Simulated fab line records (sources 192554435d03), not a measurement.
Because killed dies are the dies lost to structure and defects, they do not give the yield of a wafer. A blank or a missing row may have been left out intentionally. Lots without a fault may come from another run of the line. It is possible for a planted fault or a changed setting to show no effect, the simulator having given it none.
Split-lot trial || flow n5_finfet || 21 wafers read from 7 lots, route of 1938 steps

SPLIT DETAILS
At N5_BEOL_M12_COAT_04 (resist thk 400 nm), the setting spin_rpm was moved away from the recipe's 1625 rpm on 5 of the 21 wafers read, by -8.0% to +10.1%. The other wafers ran this setting at the recipe's value.

FROM THE SPLIT TO THE READING: what the file shows between them, 7 steps
- N5_BEOL_M12_EXPOSE_07: exposes mask V11 (also split here: dose_mj)
- N5_BEOL_M12_PEB_08: peb time 90 s
- N5_BEOL_M12_DEVELOP_09: develop time 45 s
- N5_BEOL_M12_HARDBAKE_14: time 120 s
- N5_BEOL_M12_CD_MEAS_10: target cd 140 nm
- N5_BEOL_M12_DESCUM_15: chemistry O2, time 7.9 s
- N5_BEOL_M12_ETCH_59: etches BARC in N2/H2, target depth 89 nm, overetch 26.7 nm, time 67.9 s

THE READING
coat_of_BEOL_M12_COAT_04.thk_nm (the simulator's own value, which no gauge read), in nm, at N5_BEOL_M12_VIA_ETCH_16 (etches SiOC in C4F8/O2/Ar, target depth 724.8 nm). No usual value for it is given in the file. Here, 16 wafers ran the recipe; their average is 122.8 nm with a standard deviation of 1.7 nm.

{"wafer": "L077.2", "tool, chamber at the split": "litho_track-03, 0", "spin_rpm as run, rpm": 1625, "against the recipe": "recipe", "coat_of_BEOL_M12_COAT_04.thk_nm, nm": 123, "against lot-mates on the recipe": "-"}
{"wafer": "L077.4", "tool, chamber at the split": "litho_track-03, 0", "spin_rpm as run, rpm": 1625, "against the recipe": "recipe", "coat_of_BEOL_M12_COAT_04.thk_nm, nm": 123.2, "against lot-mates on the recipe": "-"}
{"wafer": "L077.6", "tool, chamber at the split": "litho_track-03, 0", "spin_rpm as run, rpm": 1625, "against the recipe": "recipe", "coat_of_BEOL_M12_COAT_04.thk_nm, nm": 121.6, "against lot-mates on the recipe": "-"}
{"wafer": "L084.2", "tool, chamber at the split": "litho_track-02, 0", "spin_rpm as run, rpm": 1625, "against the recipe": "recipe", "coat_of_BEOL_M12_COAT_04.thk_nm, nm": 124.8, "against lot-mates on the recipe": "-"}
{"wafer": "L084.3", "tool, chamber at the split": "litho_track-02, 0", "spin_rpm as run, rpm": 1625, "against the recipe": "recipe", "coat_of_BEOL_M12_COAT_04.thk_nm, nm": 123.2, "against lot-mates on the recipe": "-"}
{"wafer": "L084.5", "tool, chamber at the split": "litho_track-02, 0", "spin_rpm as run, rpm": 1625, "against the recipe": "recipe", "coat_of_BEOL_M12_COAT_04.thk_nm, nm": 120.6, "against lot-mates on the recipe": "-"}
{"wafer": "L089.1", "tool, chamber at the split": "litho_track-05, 0", "spin_rpm as run, rpm": 1495, "against the recipe": "-8.0%", "coat_of_BEOL_M12_COAT_04.thk_nm, nm": 146.2, "against lot-mates on the recipe": "+24.1"}
{"wafer": "L089.4", "tool, chamber at the split": "litho_track-05, 0", "spin_rpm as run, rpm": 1625, "against the recipe": "recipe", "coat_of_BEOL_M12_COAT_04.thk_nm, nm": 122.8, "against lot-mates on the recipe": "-"}
{"wafer": "L089.6", "tool, chamber at the split": "litho_track-05, 0", "spin_rpm as run, rpm": 1625, "against the recipe": "recipe", "coat_of_BEOL_M12_COAT_04.thk_nm, nm": 121.4, "against lot-mates on the recipe": "-"}
{"wafer": "L093.1", "tool, chamber at the split": "litho_track-02, 0", "spin_rpm as run, rpm": 1625, "against the recipe": "recipe", "coat_of_BEOL_M12_COAT_04.thk_nm, nm": 125.2, "against lot-mates on the recipe": "-"}
{"wafer": "L093.3", "tool, chamber at the split": "litho_track-02, 0", "spin_rpm as run, rpm": 1625, "against the recipe": "recipe", "coat_of_BEOL_M12_COAT_04.thk_nm, nm": 126.2, "against lot-mates on the recipe": "-"}
{"wafer": "L093.6", "tool, chamber at the split": "litho_track-02, 0", "spin_rpm as run, rpm": 1751, "against the recipe": "+7.8%", "coat_of_BEOL_M12_COAT_04.thk_nm, nm": 108.2, "against lot-mates on the recipe": -17.5}
{"wafer": "L090.4", "tool, chamber at the split": "litho_track-02, 0", "spin_rpm as run, rpm": 1625, "against the recipe": "recipe", "coat_of_BEOL_M12_COAT_04.thk_nm, nm": 123.2, "against lot-mates on the recipe": "-"}
{"wafer": "L090.5", "tool, chamber at the split": "litho_track-02, 0", "spin_rpm as run, rpm": 1523, "against the recipe": "-6.3%", "coat_of_BEOL_M12_COAT_04.thk_nm, nm": 133.6, "against lot-mates on the recipe": "+10.8"}
{"wafer": "L090.6", "tool, chamber at the split": "litho_track-02, 0", "spin_rpm as run, rpm": 1625, "against the recipe": "recipe", "coat_of_BEOL_M12_COAT_04.thk_nm, nm": 122.4, "against lot-mates on the recipe": "-"}
{"wafer": "L092.1", "tool, chamber at the split": "litho_track-05, 0", "spin_rpm as run, rpm": 1625, "against the recipe": "recipe", "coat_of_BEOL_M12_COAT_04.thk_nm, nm": 123.8, "against lot-mates on the recipe": "-"}
{"wafer": "L092.3", "tool, chamber at the split": "litho_track-05, 0", "spin_rpm as run, rpm": 1625, "against the recipe": "recipe", "coat_of_BEOL_M12_COAT_04.thk_nm, nm": 120, "against lot-mates on the recipe": "-"}
{"wafer": "L092.4", "tool, chamber at the split": "litho_track-05, 0", "spin_rpm as run, rpm": 1625, "against the recipe": "recipe", "coat_of_BEOL_M12_COAT_04.thk_nm, nm": 120.6, "against lot-mates on the recipe": "-"}
{"wafer": "L096.2", "tool, chamber at the split": "litho_track-02, 0", "spin_rpm as run, rpm": 1625, "against the recipe": "recipe", "coat_of_BEOL_M12_COAT_04.thk_nm, nm": 122.6, "against lot-mates on the recipe": "-"}
{"wafer": "L096.3", "tool, chamber at the split": "litho_track-02, 0", "spin_rpm as run, rpm": 1789, "against the recipe": "+10.1%", "coat_of_BEOL_M12_COAT_04.thk_nm, nm": 107.4, "against lot-mates on the recipe": -15.2}
{"wafer": "L096.6", "tool, chamber at the split": "litho_track-02, 0", "spin_rpm as run, rpm": 1789, "against the recipe": "+10.1%", "coat_of_BEOL_M12_COAT_04.thk_nm, nm": 100.6, "against lot-mates on the recipe": -22.0}

FIT RESULTS
A straight line over all 21 wafers: coat_of_BEOL_M12_COAT_04.thk_nm changes by -2.05 nm for each +1% of spin_rpm; r = -0.96; the points scatter about the line by 2.6 nm.
The same after taking each lot's own level away (the mean of its wafers on the recipe; 21 wafers): -2.12 nm for each +1%; r = -0.97; scatter 2.4 nm.
The reading moves by 21 nm for the largest change in spin_rpm, on that fit.
From 121.47 to 125.70 nm: that is the span of the lots' own levels, equal to 2.6 times the standard deviation above.
Consequently the slope shifts little with the lot-to-lot level, the two slopes agreeing.
Check: -23.4 nm against its lot-mates is what the line predicts for one of the wafers moved furthest among these (+10.1%) when that wafer is left out of the fit. It came out at -15.2 nm against them.

THESE WAFERS: OTHER SPLITS
These wafers also went through other splits before the reading. Each is held against what the fit with the lots' levels taken away leaves over:
{"other split on the same wafers": "N5_BEOL_M10_COAT_05 spin_rpm", "wafers away from the commonest value": 3, "r with coat_of_BEOL_M12_COAT_04.thk_nm (lot level and that fit taken away)": -0.04}
{"other split on the same wafers": "N5_BEOL_M11_ETCH_62 time_s", "wafers away from the commonest value": 7, "r with coat_of_BEOL_M12_COAT_04.thk_nm (lot level and that fit taken away)": -0.06}
{"other split on the same wafers": "N5_BEOL_M11_EXPOSE_25 dose_mj", "wafers away from the commonest value": 8, "r with coat_of_BEOL_M12_COAT_04.thk_nm (lot level and that fit taken away)": "+0.24"}
{"other split on the same wafers": "N5_BEOL_M12_EXPOSE_07 dose_mj", "wafers away from the commonest value": 9, "r with coat_of_BEOL_M12_COAT_04.thk_nm (lot level and that fit taken away)": "+0.30"}

THE WHOLE CHAIN: every reading that the file lists as answering this split, in the file's order
{"step": "N5_BEOL_M12_COAT_04", "what it does": "resist thk 400 nm", "reading": "coat_of_BEOL_M12_COAT_04.thk_nm (the simulator's own value, which no gauge read)", "change (the file's fit)": "-1.98 nm for each +1% of the setting", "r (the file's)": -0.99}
{"step": "N5_BEOL_M12_VIA_ETCH_16", "what it does": "etches SiOC in C4F8/O2/Ar, target depth 724.8 nm", "reading": "coat_of_BEOL_M12_COAT_04.thk_nm (the simulator's own value, which no gauge read)", "change (the file's fit)": "-2.2 nm for each +1% of the setting", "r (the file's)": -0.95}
{"step": "N5_BEOL_M12_STRIP_63", "what it does": "strips in N2/H2", "reading": "strip_time_to_endpoint_s", "change (the file's fit)": "withheld for each +1% of the setting", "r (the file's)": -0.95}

THE FILE'S OWN FIT
coat_of_BEOL_M12_COAT_04.thk_nm changes by -2.2 nm for each +1% of spin_rpm, r = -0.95.
